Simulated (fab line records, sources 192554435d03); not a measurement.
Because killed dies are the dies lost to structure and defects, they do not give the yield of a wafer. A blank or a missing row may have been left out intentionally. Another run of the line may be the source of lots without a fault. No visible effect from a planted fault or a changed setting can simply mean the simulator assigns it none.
Comparing a struck lot with a sound one    flow n5 finfet    15 steps out of a route of 1938
Sound: the wafers L440.1, L440.2, L440.5. The struck wafers were L455.2, L455.3, L455.5. The cause is given at the end.
Order at every step that has rows: each side's tool, ch and its chambers, its first start. Under that, the readings that differ: sound wafers    struck wafers    difference of the means    sigmas: that difference in standard deviations of wafers without a fault.
alike: readings whose means differ by less than 2 such deviations, and words and numbers that are the same on both sides. not compared: withheld readings, readings that some wafer has no value for, bounds like >300 that may hide the same value, and numbers for which the record gives no deviation and whose values overlap.
The two part at a step that has a row with sigmas, a row that says differs or no value, or rows on one side only. Numbers that don't overlap but have no deviation are shown without sigmas and don't part them. Lack of a reading on every wafer of one side parts them only where that side has two or more wafers.

first, 3 steps without rows for these wafers: N5_BEOL_M8_EXPOSE_25 (exposes mask V7, target cd 40 nm); N5_BEOL_M8_PEB_26 (peb time 60 s); N5_BEOL_M8_DEVELOP_27 (develop time 30 s).
N5_BEOL_M8_CD_MEAS_28: target cd 40 nm.
  sound on cd sem-01 ch 0, day 10 04:13; struck on cd sem-03 ch 0, day 13 16:29
  alike: cd nm
N5_BEOL_M8_OVL_MEAS_29:
  sound on overlay-02 ch 0, day 10 04:15; struck on overlay-02 ch 0, day 13 16:31
  alike: V7_OVL
N5_BEOL_M8_INSPECT_30: inspects for defects (brightfield).
  sound on defect inspect-01, day 10 04:18; struck on defect inspect-02, day 13 16:34
  alike: raw defect count
N5_BEOL_M8_DESCUM_33: chemistry O2, time 7 s.
  sound on rie diel-02 ch 0,1, day 10 04:20; struck on rie diel-02 ch 1,3, day 13 16:37
  alike: chamber pressure mTorr, drypump motor current A, oes product au, rf vpp V, showerhead plenum p Torr, temp c, throttle valve pct
  not compared: rf hours counter h
N5_BEOL_M8_ETCH_72: etches underlayer in N2/H2, target depth 6.5 nm, time 5.2 s.
  sound on rie diel-02 ch 0,1, day 10 04:22; struck on rie diel-02 ch 1,3, day 13 16:38
  alike: bias w, chamber pressure mTorr, drypump motor current A, etch rf on time s, oes product au, rf vpp V, showerhead plenum p Torr, throttle valve pct
  not compared: rf hours counter h
N5_BEOL_M8_ETCH_65: etches SiARC in CF4, target depth 15.6 nm, time 26 s.
  sound on rie diel-02 ch 0,1, day 10 04:23; struck on rie diel-02 ch 1,3, day 13 16:40
  alike: bias w, chamber pressure mTorr, drypump motor current A, etch rf on time s, oes product au, rf vpp V, showerhead plenum p Torr, throttle valve pct
  not compared: rf hours counter h
N5_BEOL_M8_ETCH_66: etches SOC in N2/H2, target depth 80 nm, overetch 16 nm, time 120 s.
  sound on rie diel-02 ch 0,1, day 10 04:25; struck on rie diel-02 ch 1,3, day 13 16:41
  alike: bias w, chamber pressure mTorr, drypump motor current A, oes product au, rf vpp V, showerhead plenum p Torr, temp c, throttle valve pct
  not compared: rf hours counter h
then, 2 steps without rows for these wafers: N5_BEOL_M8_STRIP_69 (strips in N2/H2); N5_BEOL_M8_STRIP_73 (strips in N2/H2).
N5_BEOL_M8_VIA_ETCH_34: etches SiCOH lowk in C4F6/O2, target depth 125.5 nm, time 50.5 s.
  sound on rie diel-02 ch 0,1, day 10 04:31; struck on rie diel-02 ch 1,3, day 13 16:47
reading       sound              struck             difference  sigmas
bias w (W)    184.7 185.0 185.1  197.4 197.5 197.1  +12.4       +23
rf vpp V (V)  669 665 664        697 703 697        +33         +7
  alike: chamber pressure mTorr, drypump motor current A, oes_f_703_au, oes product au, showerhead plenum p Torr, throttle valve pct
  not compared: rf hours counter h
then, 1 step without rows for these wafers: N5_BEOL_M8_STRIP_76 (strips in C4F6/O2).
-- record jumps: 3 days separate the struck wafers' starts on either side; left off in module BEOL_M8, taken up again in module PASSIVATION, whose first shown step is the route's number 1936 --
N5_PASSIVATION_PROBE_49:
  sound on prober-01, day 13 00:08; struck on prober-01, day 16 14:26
  alike: defect limited yield, killed_at_M0_to_M3, killed_at_M4_up, killed at contacts, killed at front end, killed at other, killed dies, killed open, killed short, sort_bin_5_function, sort_bin_6_memory, sort n pass, sort yield pct

WHERE THEY PART
Only at N5_BEOL_M8_VIA_ETCH_34, within this record. Later steps at which nothing parts them and some readings are alike: N5_PASSIVATION_PROBE_49.

WHY: what had been put in by the simulator
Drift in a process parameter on rie diel-02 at N5_BEOL_M8_VIA_ETCH_34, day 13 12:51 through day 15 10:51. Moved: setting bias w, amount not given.
